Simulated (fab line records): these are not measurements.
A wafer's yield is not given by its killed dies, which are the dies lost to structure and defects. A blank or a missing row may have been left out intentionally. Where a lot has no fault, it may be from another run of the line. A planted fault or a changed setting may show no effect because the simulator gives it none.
Struck lot and sound lot, side by side || flow n5Finfet || 18 out of 1938 route steps
Sound: wafers L813.3, L813.4, L813.5. Wafers struck: L818.1, L818.3, L818.5. Last of all comes the cause.
Each step with rows lists, per side, the tool, then ch with its chambers, then its first start. Under that, the readings that differ: sound wafers || struck wafers || difference of the means || sigmas: that difference in standard deviations of wafers without a fault.
alike: readings whose means differ by less than 2 such deviations, and words and numbers that are the same on both sides. not compared: withheld readings, readings that some wafer has no value for, bounds like >300 that may hide the same value, and numbers for which the record gives no deviation and whose values overlap.
The two part at a step that has a row with sigmas, a row that says differs or no value, or rows on one side only. Numbers that have no deviation but don't overlap get no sigmas and don't part them. Lack of a reading on every wafer of one side parts them only where that side has two or more wafers.

first, 6 steps without rows for these wafers: N5_BEOL_M8_COAT_22 (resist thk 30 nm); N5_BEOL_M8_EBR_24; N5_BEOL_M8_SOFTBAKE_23 (time 60 s); N5_BEOL_M8_EXPOSE_25 (exposes mask V7, target cd 40 nm); N5_BEOL_M8_PEB_26 (peb time 60 s); N5_BEOL_M8_DEVELOP_27 (develop time 30 s).
N5_BEOL_M8_CD_MEAS_28: target cd 40 nm.
  sound on cdSem-01 ch 0, day 10 18:37; struck on cdSem-02 ch 0, day 11 21:34
  alike: cdNm
N5_BEOL_M8_OVL_MEAS_29:
  sound on overlay-02 ch 0, day 10 18:40; struck on overlay-02 ch 0, day 11 21:36
  alike: V7_OVL
N5_BEOL_M8_INSPECT_30: inspects for defects (brightfield).
  sound on defectInspect-01 at day 10 18:42; struck on defectInspect-02 at day 11 21:40
  alike: rawDefectCount
N5_BEOL_M8_DESCUM_33: chemistry O2, time 7 s.
  sound on rieDiel-05 ch 0,1,3, day 10 18:56; struck on rieDiel-01 ch 0,2,3, day 11 22:16
  alike: biasPowerW, drypumpMotorCurrentA, oesProductAu, rfVppV, showerheadPlenumPTorr, throttleValvePct
  not compared: rfHoursCounterH
N5_BEOL_M8_ETCH_72: etches underlayer in N2/H2, target depth 6.5 nm, time 5.2 s.
  sound on rieDiel-05 ch 0,1,3, day 10 18:59; struck on rieDiel-01 ch 0,2,3, day 11 22:18
  alike: drypumpMotorCurrentA, etchRfOnTimeS, oesProductAu, rfFwdPowerW, rfVppV, showerheadPlenumPTorr, throttleValvePct
  not compared: rfHoursCounterH
N5_BEOL_M8_ETCH_65: etches SiARC in CF4, target depth 15.6 nm, time 26 s.
  sound on rieDiel-05 ch 0,1,3, day 10 18:59; struck on rieDiel-01 ch 0,2,3, day 11 22:19
  alike: drypumpMotorCurrentA, etchRfOnTimeS, oesProductAu, rfFwdPowerW, rfVppV, showerheadPlenumPTorr, throttleValvePct
  not compared: rfHoursCounterH
N5_BEOL_M8_ETCH_66: etches SOC in N2/H2, target depth 80 nm, overetch 16 nm, time 120 s.
  sound on rieDiel-05 ch 0,1,3, day 10 19:01; struck on rieDiel-01 ch 0,2,3, day 11 22:20
{"reading": "rfFwdPowerW (W)", "sound": "835 835 841", "struck": "642 636 633", "difference": -200, "sigmas": -65}
{"reading": "rfVppV (V)", "sound": "520.3 520.6 525.6", "struck": "574.6 572.5 577.2", "difference": "+52.6", "sigmas": "+19"}
{"reading": "model.SiARC_of_BEOL_M8_COAT_64.thkNm (nm)", "sound": "6.2 6.6 6.6", "struck": "7 7.2 7", "difference": "+1", "sigmas": ""}
  alike: drypumpMotorCurrentA, oesProductAu, showerheadPlenumPTorr, throttleValvePct
  not compared: rfHoursCounterH, model.BEOL_M8.cdNm
then, 2 steps without rows for these wafers: N5_BEOL_M8_STRIP_69 (strips in N2/H2); N5_BEOL_M8_STRIP_73 (strips in N2/H2).
N5_BEOL_M8_VIA_ETCH_34: etches SiCOH lowk in C4F6/O2, target depth 125.5 nm, time 50.5 s.
  sound on rieDiel-05 ch 0,1,3, day 10 19:07; struck on rieDiel-01 ch 0,2,3, day 11 22:26
  alike: drypumpMotorCurrentA, oes_ar_750_au, oes_f_703_au, oesProductAu, rfFwdPowerW, rfVppV, showerheadPlenumPTorr, throttleValvePct
  not compared: rfHoursCounterH, model.BEOL_M8.cdNm
then, 1 step without rows for these wafers: N5_BEOL_M8_STRIP_76 (strips in C4F6/O2).
N5_PASSIVATION_PROBE_49:
  the record has rows for the sound wafers here (prober-02, day 14 04:52) and none for the struck ones

## WHERE THEY PART
Earliest at N5_BEOL_M8_ETCH_66; latest, in this record, at N5_PASSIVATION_PROBE_49.

WHY: what the simulator had put in
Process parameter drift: rieDiel-01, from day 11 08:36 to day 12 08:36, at N5_BEOL_M8_ETCH_66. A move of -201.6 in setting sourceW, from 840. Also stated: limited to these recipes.
